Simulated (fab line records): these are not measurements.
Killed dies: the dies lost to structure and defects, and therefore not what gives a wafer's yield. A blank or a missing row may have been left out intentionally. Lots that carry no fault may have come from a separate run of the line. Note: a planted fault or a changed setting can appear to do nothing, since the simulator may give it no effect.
fab line records ; flow n5Finfet
record lots=7; wafers=39
route steps=1938 shown FIN_SAQP@108 DUMMY_GATE@228 HKMG_FIN@406 MOL_CONTACT_COAG@586
startH: the number of hours between the record's first day and the start of the first shown wafer of the lot ; waitH: hours elapsed since this lot's preceding step ; " the same as in the row above ; L1.1+2: one row covering several wafers at once ; - no value, or no start given ; * or withheld: withheld ; < > ~ a bound
route shown NAME@n: NAME is a module with steps in the file, n the number in the route of the first one ; usual: mean/standard deviation of fault-free wafers ; same: alike in all rows ; chamber/n: place in a boat ; sites: each site's reading ; _std_site: the values' standard deviation ; _edge_site: mean of outer sites minus mean of inner sites ; radiusMm: how far each site lies from the wafer's centre ; mask NAME#n: copy n ; behind: the most recent tool/chamber to have shaped the wafer ; hold: why the lot was held/for how many hours/how that ended ; device: names the non-switching transistor (n, p or np) ; end of line: tests of these same wafers at the route's end ; a step given without rows: its recipe and nothing more ; killed: dies that structure and defects cost at the first sort, which is not the same as the wafer's yield ; map: shows each die of a wafer: x if killed, . if not, _ if none is there
set.NAME: the setting the step ran with; set.NAME@STEP: the setting that earlier step ran with ; model.NAME: the simulator's own value behind a step, which no gauge read
lots run with intentionally changed settings; tables by step, rows by wafer
## steps
# step N5_FIN_SAQP_EXPOSE_13
# recipe maskId=FIN_CORE; na=1.35; sourceShape=dipole; sigmaInner=0.538; sigmaOuter=0.738; polarization=te; targetCdNm=35.6; doseMj=63.25
lot.wafer;tool;chamber;startH;waitH;mask;set.doseMj
L078.1+2+3+4+5+6;arfiScanner-03;0;46.00;-;FIN_CORE#0;63.25
L084.1+2+3+4+5+6;arfiScanner-02;0;82.06;-;FIN_CORE#0;63.25
L085.1+4+6;arfiScanner-03;0;88.30;-;FIN_CORE#0;63.25
L085.2+3+5;arfiScanner-03;0;88.30;-;FIN_CORE#0;61.67
L087.2+3+5;arfiScanner-02;0;100.37;-;FIN_CORE#0;63.25
L088.1+4+6;arfiScanner-03;0;105.93;-;FIN_CORE#0;67.64
L088.2+3+5;arfiScanner-03;0;105.93;-;FIN_CORE#0;63.25
L089.1+3+6;arfiScanner-01;0;113.42;-;FIN_CORE#0;65.85
L089.2+4+5;arfiScanner-01;0;113.42;-;FIN_CORE#0;63.25
L091.1+2+6;arfiScanner-01;0;123.03;-;FIN_CORE#0;68.19
L091.3+4+5;arfiScanner-01;0;123.03;-;FIN_CORE#0;63.25
# step N5_FIN_SAQP_PEB_14
# recipe pebTempC=withheld; pebTimeS=60; resist=CAR-ArF
# step N5_FIN_SAQP_DEVELOP_15
# recipe developTimeS=30; developer=TMAH; resist=CAR-ArF; devTempC=23; rinseLiquid=diw; dry=airSpin
# step N5_FIN_SAQP_CD_MEAS_16
# recipe targetCdNm=35.6; landingEnergyEv=500; detector=seInlens
# usual cdNm=35.50/0.27
lot.wafer;tool;chamber;startH;waitH;set.doseMj@FIN_SAQP_EXPOSE_13;cdNm
L078.1;cdSem-02;0;46.13;-;63.25;35.00
L078.2;cdSem-02;0;46.13;-;63.25;35.54
L078.3;cdSem-02;0;46.13;-;63.25;35.34
L078.4;cdSem-02;0;46.13;-;63.25;35.09
L078.5;cdSem-02;0;46.13;-;63.25;35.48
L078.6;cdSem-02;0;46.13;-;63.25;35.33
L084.1;cdSem-02;0;82.18;-;63.25;35.36
L084.2;cdSem-02;0;82.18;-;63.25;35.69
L084.3;cdSem-02;0;82.18;-;63.25;35.69
L084.4;cdSem-02;0;82.18;-;63.25;35.72
L084.5;cdSem-02;0;82.18;-;63.25;35.93
L084.6;cdSem-02;0;82.18;-;63.25;35.69
L085.1;cdSem-02;0;88.43;-;63.25;35.22
L085.2;cdSem-02;0;88.43;-;61.67;35.37
L085.3;cdSem-02;0;88.43;-;61.67;36.11
L085.4;cdSem-02;0;88.43;-;63.25;35.30
L085.5;cdSem-02;0;88.43;-;61.67;36.09
L085.6;cdSem-02;0;88.43;-;63.25;35.25
L087.2;cdSem-01;0;100.50;-;63.25;36.14
L087.3;cdSem-01;0;100.50;-;63.25;35.66
L087.5;cdSem-01;0;100.50;-;63.25;35.73
L088.1;cdSem-01;0;106.06;-;67.64;34.17
L088.2;cdSem-01;0;106.06;-;63.25;35.94
L088.3;cdSem-01;0;106.06;-;63.25;35.46
L088.4;cdSem-01;0;106.06;-;67.64;34.01
L088.5;cdSem-01;0;106.06;-;63.25;35.72
L088.6;cdSem-01;0;106.06;-;67.64;33.83
L089.1;cdSem-02;0;113.55;-;65.85;33.90
L089.2;cdSem-02;0;113.55;-;63.25;35.49
L089.3;cdSem-02;0;113.55;-;65.85;34.16
L089.4;cdSem-02;0;113.55;-;63.25;35.56
L089.5;cdSem-02;0;113.55;-;63.25;35.72
L089.6;cdSem-02;0;113.55;-;65.85;33.88
L091.1;cdSem-03;0;123.15;-;68.19;33.43
L091.2;cdSem-03;0;123.15;-;68.19;33.18
L091.3;cdSem-03;0;123.15;-;63.25;35.63
L091.4;cdSem-03;0;123.15;-;63.25;35.51
L091.5;cdSem-03;0;123.15;-;63.25;35.84
L091.6;cdSem-03;0;123.15;-;68.19;33.11
# step N5_FIN_SAQP_ETCH_52
# recipe chemistry=N2/H2; target=SOC; targetDepthA=1000; overetchA=200; maskMaterial=SiARC; tempC=40; timeS=150; ionEnergyEv=200; pressureMtorr=30; sourceW=840; biasW=150; n2FlowSccm=200; h2FlowSccm=200; ends=endPoint
# usual rfVppV=523.9/2.6
lot.wafer;tool;chamber;startH;waitH;set.sourceW;rfVppV;model.SiARC_of_FIN_SAQP_COAT_50.thkNm
L078.1;rieDiel-01;2;46.31;0.0;735.8;545.5;29.73
L078.2;rieDiel-01;3;46.31;0.0;840;523.1;29.41
L078.3;rieDiel-01;0;46.31;0.0;840;523.1;29.21
L078.4;rieDiel-01;1;46.31;0.0;840;523.8;29.29
L078.5;rieDiel-01;2;46.31;0.0;735.8;546.5;29.65
L078.6;rieDiel-01;3;46.31;0.0;735.8;546.7;29.79
L084.1;rieDiel-01;0;82.37;0.0;840;524.8;29.37
L084.2;rieDiel-01;2;82.37;0.0;915.9;508.3;29.02
L084.3;rieDiel-01;1;82.37;0.0;915.9;508.9;29
L084.4;rieDiel-01;3;82.37;0.0;840;523.1;29.48
L084.5;rieDiel-01;2;82.37;0.0;840;523.0;29.27
L084.6;rieDiel-01;3;82.37;0.0;915.9;507.1;29.03
L085.1;rieDiel-02;3;88.68;0.0;840;526.6;28.92
L085.2;rieDiel-02;1;88.68;0.0;840;523.6;29.29
L085.3;rieDiel-02;2;88.68;0.0;681;559.8;29.49
L085.4;rieDiel-02;0;88.68;0.0;681;564.6;29.6
L085.5;rieDiel-02;0;88.68;0.0;840;527.2;28.88
L085.6;rieDiel-02;3;88.68;0.0;681;564.8;29.57
L087.2;rieDiel-01;3;100.68;0.0;840;522.7;29.06
L087.3;rieDiel-01;0;100.68;0.0;840;522.5;28.88
L087.5;rieDiel-01;2;100.68;0.0;840;522.5;29.03
L088.1;rieDiel-01;3;106.29;0.0;793.4;533.2;29.34
L088.2;rieDiel-01;0;106.29;0.0;793.4;532.7;29.31
L088.3;rieDiel-01;2;106.29;0.0;840;520.2;29.14
L088.4;rieDiel-01;1;106.29;0.0;840;522.3;29.3
L088.5;rieDiel-01;3;106.29;0.0;793.4;533.7;29.46
L088.6;rieDiel-01;0;106.29;0.0;840;522.5;29.08
L089.1;rieDiel-02;2;113.89;0.0;789.3;533.2;29.34
L089.2;rieDiel-02;3;113.89;0.0;840;526.2;29.19
L089.3;rieDiel-02;0;113.89;0.0;789.3;539.5;29.21
L089.4;rieDiel-02;0;113.89;0.0;789.3;538.1;29.14
L089.5;rieDiel-02;3;113.89;0.0;840;526.8;29.06
L089.6;rieDiel-02;2;113.89;0.0;840;522.9;29.09
L091.1;rieDiel-06;0;123.34;0.0;840;527.2;29.12
L091.2;rieDiel-06;3;123.34;0.0;840;521.0;29.28
L091.3;rieDiel-06;1;123.34;0.0;840;523.1;29.25
L091.4;rieDiel-06;3;123.34;0.0;840;520.3;29.22
L091.5;rieDiel-06;0;123.34;0.0;840;527.7;29.09
L091.6;rieDiel-06;1;123.34;0.0;840;523.4;29.24
# step N5_DUMMY_GATE_EXPOSE_12
# recipe maskId=GATE; na=0.33; sourceShape=annular; sigmaInner=0.2; sigmaOuter=0.6; polarization=unpolarized; targetCdNm=25; doseMj=34
lot.wafer;tool;chamber;startH;waitH;mask;set.doseMj
L078.1+2+3+4+5+6;euvScanner-01;0;70.16;-;GATE#0;34
L084.1+3+5;euvScanner-01;0;108.79;-;GATE#0;34.85
L084.2+4+6;euvScanner-01;0;108.79;-;GATE#0;34
L085.1+4+5;euvScanner-02;0;117.21;-;GATE#0;34
L085.2+3+6;euvScanner-02;0;117.21;-;GATE#0;32.11
L087.2+3+5;euvScanner-01;0;125.00;-;GATE#0;34
L088.1+4+5;euvScanner-01;0;130.74;-;GATE#0;36.16
L088.2+3+6;euvScanner-01;0;130.74;-;GATE#0;34
L089.1+2+3+4+5+6;euvScanner-01;0;136.71;-;GATE#0;34
L091.1+2+3+4+5+6;euvScanner-02;0;146.48;-;GATE#0;34
# step N5_DUMMY_GATE_PEB_13
# recipe pebTempC=100; pebTimeS=60; resist=CAR-EUV
# step N5_DUMMY_GATE_DEVELOP_14
# recipe developTimeS=30; developer=TMAH; resist=CAR-EUV; rinseLiquid=surfactantRinse; dry=airSpin; devTempC=23
# step N5_DUMMY_GATE_CD_MEAS_15
# recipe targetCdNm=25.8; landingEnergyEv=500; detector=seInlens
# usual cdNm=24.99/0.22
lot.wafer;tool;chamber;startH;waitH;set.doseMj@DUMMY_GATE_EXPOSE_12;cdNm
L078.1;cdSem-03;0;70.29;-;34;25.07
L078.2;cdSem-03;0;70.29;-;34;25.07
L078.3;cdSem-03;0;70.29;-;34;25.57
L078.4;cdSem-03;0;70.29;-;34;25.66
L078.5;cdSem-03;0;70.29;-;34;25.10
L078.6;cdSem-03;0;70.29;-;34;25.23
L084.1;cdSem-03;0;108.92;-;34.85;24.71
L084.2;cdSem-03;0;108.92;-;34;25.16
L084.3;cdSem-03;0;108.92;-;34.85;24.71
L084.4;cdSem-03;0;108.92;-;34;25.08
L084.5;cdSem-03;0;108.92;-;34.85;24.58
L084.6;cdSem-03;0;108.92;-;34;25.28
L085.1;cdSem-02;0;117.34;-;34;25.22
L085.2;cdSem-02;0;117.34;-;32.11;26.28
L085.3;cdSem-02;0;117.34;-;32.11;26.30
L085.4;cdSem-02;0;117.34;-;34;25.04
L085.5;cdSem-02;0;117.34;-;34;24.82
L085.6;cdSem-02;0;117.34;-;32.11;25.89
L087.2;cdSem-02;0;125.13;-;34;25.29
L087.3;cdSem-02;0;125.13;-;34;25.09
L087.5;cdSem-02;0;125.13;-;34;24.99
L088.1;cdSem-03;0;130.86;-;36.16;23.93
L088.2;cdSem-03;0;130.86;-;34;24.72
L088.3;cdSem-03;0;130.86;-;34;24.94
L088.4;cdSem-03;0;130.86;-;36.16;23.94
L088.5;cdSem-03;0;130.86;-;36.16;23.77
L088.6;cdSem-03;0;130.86;-;34;24.89
L089.1;cdSem-03;0;136.84;-;34;24.90
L089.2;cdSem-03;0;136.84;-;34;24.75
L089.3;cdSem-03;0;136.84;-;34;25.04
L089.4;cdSem-03;0;136.84;-;34;24.85
L089.5;cdSem-03;0;136.84;-;34;25.02
L089.6;cdSem-03;0;136.84;-;34;24.92
L091.1;cdSem-03;0;146.61;-;34;25.08
L091.2;cdSem-03;0;146.61;-;34;25.34
L091.3;cdSem-03;0;146.61;-;34;24.79
L091.4;cdSem-03;0;146.61;-;34;24.72
L091.5;cdSem-03;0;146.61;-;34;25.22
L091.6;cdSem-03;0;146.61;-;34;24.67
# step N5_DUMMY_GATE_STRIP_38
# recipe chemistry=N2/H2; tempC=40; n2FlowSccm=200; h2FlowSccm=200; rfFrequencyHz=6e+07
# step N5_DUMMY_GATE_STRIP_39
# recipe chemistry=N2/H2; tempC=40; n2FlowSccm=200; h2FlowSccm=200; rfFrequencyHz=6e+07
# step N5_DUMMY_GATE_TRIM_49
# recipe chemistry=O2; resist=SOC; timeS=29; targetCdNm=14; sourcePowerW=300; biasPowerW=0; O2_flow_sccm=100; tempC=20
lot.wafer;tool;chamber;startH;waitH;set.doseMj@DUMMY_GATE_EXPOSE_12;model.DUMMY_GATE.cdNm
L078.1+4;rieSi-05;1,3;70.64;0.0;34;14.2
L078.2+5+6;rieSi-05;0,1,0;70.64;0.0;34;14
L078.3;rieSi-05;2;70.64;0.0;34;14.4
L084.1+5;rieSi-05;2,0;109.56;0.0;34.85;13.6
L084.2;rieSi-05;0;109.56;0.0;34;14
L084.3;rieSi-05;3;109.56;0.0;34.85;13.8
L084.4;rieSi-05;1;109.56;0.0;34;14.4
L084.6;rieSi-05;3;109.56;0.0;34;14.2
L085.1;rieSi-02;0;117.70;0.0;34;14.2
L085.2+3;rieSi-02;2,3;117.70;0.0;32.11;15
L085.4;rieSi-02;1;117.70;0.0;34;14.6
L085.5;rieSi-02;0;117.70;0.0;34;14.4
L085.6;rieSi-02;3;117.70;0.0;32.11;15.4
L087.2+3+5;rieSi-02;0,1,1;125.48;0.0;34;14.2
L088.1+5;rieSi-04;0,2;131.38;0.0;36.16;13
L088.2;rieSi-04;1;131.38;0.0;34;13.8
L088.3;rieSi-04;3;131.38;0.0;34;14.2
L088.4;rieSi-04;2;131.38;0.0;36.16;12.8
L088.6;rieSi-04;1;131.38;0.0;34;14
L089.1+3+5+6;rieSi-04;3,2,1,0;137.20;0.0;34;14.2
L089.2;rieSi-04;0;137.20;0.0;34;14
L089.4;rieSi-04;1;137.20;0.0;34;13.8
L091.1+2+6;rieSi-05;0,2,2;147.00;0.0;34;13.8
L091.3+4;rieSi-05;3;147.00;0.0;34;14
L091.5;rieSi-05;0;147.00;0.0;34;14.2
# step N5_HKMG_FIN_ETCH_58
# recipe chemistry=N2/H2; target=SOC; targetDepthA=2158; ionEnergyEv=50; biasW=13; timeS=741; pressureMtorr=30; sourceW=875; n2FlowSccm=200; h2FlowSccm=200
lot.wafer;tool;chamber;startH;waitH;set.targetDepthA;model.HKMG_FIN.featureDepthNm;model.etch.depthNm;model.SOC_of_HKMG_FIN_COAT_41.thkNm
L078.1;rieDiel-01;0;97.42;0.0;2282;227.8;227.8;72.8
L078.2;rieDiel-01;3;97.42;0.0;2282;221.8;221.8;80
L078.3;rieDiel-01;1;97.42;0.0;2158;211.8;211.8;90.2
L078.4;rieDiel-01;2;97.42;0.0;2158;213.6;213.6;88
L078.5;rieDiel-01;3;97.42;0.0;2282;220.8;220.8;80.6
L078.6;rieDiel-01;0;97.42;0.0;2158;213.6;213.6;88.4
L084.1;rieDiel-06;3;135.11;0.0;2392;235.4;235.3;67.8
L084.2;rieDiel-06;2;135.11;0.0;2158;219.8;219.8;82.2
L084.3;rieDiel-06;1;135.11;0.0;2158;212.8;212.8;89.8
L084.4;rieDiel-06;0;135.11;0.0;2158;220;220;82
L084.5;rieDiel-06;2;135.11;0.0;2392;246.2;246.2;55.8
L084.6;rieDiel-06;3;135.11;0.0;2392;237.6;237.6;64.8
L085.1;rieDiel-02;1;147.88;0.0;2158;214.8;214.8;84.8
L085.2;rieDiel-02;2;147.88;0.0;2158;220.4;220.3;79
L085.3;rieDiel-02;0;147.88;0.0;2033;207.4;207.5;92.2
L085.4;rieDiel-02;3;147.88;0.0;2158;216.2;216.2;83.6
L085.5;rieDiel-02;1;147.88;0.0;2033;205;205;94.4
L085.6;rieDiel-02;0;147.88;0.0;2033;205.4;205.4;93.6
L087.2;rieDiel-01;2;150.67;0.0;2158;215.8;215.8;83.6
L087.3;rieDiel-01;0;150.67;0.0;2158;215;215.1;85.4
L087.5;rieDiel-01;2;150.67;0.0;2158;215.4;215.5;85.2
L088.1;rieDiel-02;2;156.09;0.0;2158;219.2;219.3;80
L088.2;rieDiel-02;1;156.09;0.0;2158;214.4;214.3;85.4
L088.3;rieDiel-02;0;156.09;0.0;2158;216.6;216.5;83
L088.4;rieDiel-02;3;156.09;0.0;2302;234.4;234.3;65.4
L088.5;rieDiel-02;1;156.09;0.0;2302;229.6;229.6;70
L088.6;rieDiel-02;0;156.09;0.0;2302;233.4;233.5;66.4
L089.1;rieDiel-02;0;162.51;0.0;2158;219.6;219.6;81.6
L089.2;rieDiel-02;3;162.51;0.0;2158;216.8;216.9;83.4
L089.3;rieDiel-02;2;162.51;0.0;2158;219;219;81.8
L089.4;rieDiel-02;1;162.51;0.0;2158;216.4;216.5;84.2
L089.5;rieDiel-02;2;162.51;0.0;2158;219.4;219.3;80.4
L089.6;rieDiel-02;3;162.51;0.0;2158;218.6;218.6;81.2
L091.1;rieDiel-01;1;171.34;0.0;1971;195;195;105.2
L091.2;rieDiel-01;3;171.34;0.0;1971;201.8;201.7;99.2
L091.3;rieDiel-01;2;171.34;0.0;1971;199;199;101
L091.4;rieDiel-01;3;171.34;0.0;2158;219;219;81.8
L091.5;rieDiel-01;1;171.34;0.0;2158;213.2;213.3;87.2
L091.6;rieDiel-01;2;171.34;0.0;2158;217.6;217.6;84
# step N5_MOL_CONTACT_COAG_VIA_ETCH_46
# recipe chemistry=C4F6/O2; targetDepthA=460; overetchA=92; maskMaterial=SOC; target=SiO2; biasW=455; pressureMtorr=10; timeS=40; sourceW=325; Ar_flow_sccm=300; C4F6_flow_sccm=10; O2_flow_sccm=10; ionEnergyEv=575.3; ends=endPoint
# usual rfVppV=1588/9.3
lot.wafer;tool;chamber;startH;waitH;set.biasW;rfVppV
L078.1;rieDiel-06;0;125.28;0.0;455;1589
L078.2;rieDiel-06;3;125.28;0.0;455;1567
L078.3;rieDiel-06;1;125.28;0.0;455;1586
L078.4;rieDiel-06;0;125.28;0.0;455;1589
L078.5;rieDiel-06;3;125.28;0.0;455;1567
L078.6;rieDiel-06;1;125.28;0.0;455;1586
L084.1;rieDiel-02;0;161.41;0.0;381.4;1406
L084.2;rieDiel-02;1;161.41;0.0;381.4;1383
L084.3;rieDiel-02;2;161.41;0.0;455;1580
L084.4;rieDiel-02;3;161.41;0.0;455;1591
L084.5;rieDiel-02;0;161.41;0.0;455;1604
L084.6;rieDiel-02;1;161.41;0.0;381.4;1381
L085.1;rieDiel-01;2;173.64;0.0;455;1587
L085.2;rieDiel-01;1;173.64;0.0;455;1596
L085.3;rieDiel-01;3;173.64;0.0;455;1595
L085.4;rieDiel-01;2;173.64;0.0;455;1587
L085.5;rieDiel-01;3;173.64;0.0;455;1595
L085.6;rieDiel-01;1;173.64;0.0;455;1597
L087.2;rieDiel-06;2;176.14;0.0;455;1568
L087.3;rieDiel-06;3;176.14;0.0;455;1567
L087.5;rieDiel-06;0;176.14;0.0;455;1586
L088.1;rieDiel-01;2;187.99;0.0;455;1588
L088.2;rieDiel-01;0;187.99;0.0;500.6;1702
L088.3;rieDiel-01;1;187.99;0.0;455;1597
L088.4;rieDiel-01;3;187.99;0.0;500.6;1713
L088.5;rieDiel-01;0;187.99;0.0;500.6;1703
L088.6;rieDiel-01;3;187.99;0.0;455;1595
L089.1;rieDiel-02;2;191.42;0.0;455;1580
L089.2;rieDiel-02;0;191.42;0.0;455;1603
L089.3;rieDiel-02;3;191.42;0.0;455;1593
L089.4;rieDiel-02;1;191.42;0.0;455;1579
L089.5;rieDiel-02;0;191.42;0.0;455;1603
L089.6;rieDiel-02;3;191.42;0.0;455;1590
L091.1;rieDiel-06;3;198.61;0.0;455;1566
L091.2;rieDiel-06;2;198.61;0.0;455;1569
L091.3;rieDiel-06;0;198.61;0.0;455;1589
L091.4;rieDiel-06;1;198.61;0.0;455;1585
L091.5;rieDiel-06;0;198.61;0.0;455;1588
L091.6;rieDiel-06;1;198.61;0.0;455;1586
## key
split step=N5_FIN_SAQP_EXPOSE_13; setting=doseMj; stated=63.25; by=wafer
response step=N5_FIN_SAQP_CD_MEAS_16; reading=cdNm; change=-0.294; per=1%; r=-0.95
split step=N5_FIN_SAQP_ETCH_52; setting=sourceW; stated=840; by=wafer
response step=N5_FIN_SAQP_ETCH_52; reading=rfVppV; change=-1.91; per=1%; r=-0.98
response step=N5_FIN_SAQP_ETCH_52; reading=model.SiARC_of_FIN_SAQP_COAT_50.thkNm; change=-0.0306; per=1%; r=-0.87
split step=N5_DUMMY_GATE_EXPOSE_12; setting=doseMj; stated=34; by=wafer
response step=N5_DUMMY_GATE_CD_MEAS_15; reading=cdNm; change=-0.177; per=1%; r=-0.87
response step=N5_DUMMY_GATE_TRIM_49; reading=model.DUMMY_GATE.cdNm; change=-0.157; per=1%; r=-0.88
split step=N5_HKMG_FIN_ETCH_58; setting=targetDepthA; stated=2158; by=wafer
response step=N5_HKMG_FIN_ETCH_58; reading=model.HKMG_FIN.featureDepthNm; change=+2.06; per=1%; r=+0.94
response step=N5_HKMG_FIN_ETCH_58; reading=model.etch.depthNm; change=+2.06; per=1%; r=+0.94
response step=N5_HKMG_FIN_ETCH_58; reading=model.SOC_of_HKMG_FIN_COAT_41.thkNm; change=-2.04; per=1%; r=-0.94
split step=N5_MOL_CONTACT_COAG_VIA_ETCH_46; setting=biasW; stated=455; by=wafer
response step=N5_MOL_CONTACT_COAG_VIA_ETCH_46; reading=rfVppV; change=+12.1; per=1%; r=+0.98
